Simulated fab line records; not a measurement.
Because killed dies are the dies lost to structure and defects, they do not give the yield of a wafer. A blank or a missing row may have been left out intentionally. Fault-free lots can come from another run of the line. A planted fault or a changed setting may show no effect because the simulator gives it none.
Matching of chambers | flow nandHarc | rieDiel-11 running NHARC_A_BONDPAD_ETCH_34: 4 sister chambers
The step etches the open film in N2/H2, target depth 60 nm, overetch 18 nm, time 65.91 s. 4 wafers are shown with their chamber, then 7 later ones without.

EACH WAFER AND ITS CHAMBER
wafer  | chamber | drypumpMotorCurrentA (A)
L896.2 | 1       | 6.2
L900.5 | 2       | 6.5
L907.2 | 3       | 5.6
L907.3 | 0       | 5.9

WAFERS MISSING THEIR CHAMBER
wafer  | drypumpMotorCurrentA (A)
L907.6 | 6.2
L911.1 | 5.6
L911.5 | 6.3
L911.6 | 5.9
L909.1 | 5.9
L909.3 | 6.6
L909.6 | 5.9

CHAMBER TAKEN BY EACH
wafer  | from the rows above     | in truth
L907.6 | 1                       | 1
L911.1 | 3                       | 3
L911.5 | can't be placed: 1 or 2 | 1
L911.6 | 0                       | 0
L909.1 | 0                       | 0
L909.3 | 2                       | 2
L909.6 | 0                       | 0
Correctly placed: 6 of 7. These rows do not allow placing 1 (true chamber among the candidates in 1). Number placed wrongly: 0.
How it was worked out, from the rows above alone: a wafer's distance from a chamber is the root of the sum, over the readings, of the square of ((its reading less the chamber's mean) divided by the reading's scatter). The wafer belongs to the nearest chamber; if the next one is less than 2 further off, it can't be placed. Each chamber's mean is taken over the wafers shown for it. The scatter (one wafer shown for each chamber): square how far every hidden wafer sits from the nearest shown wafer, average those squares and take the square root.
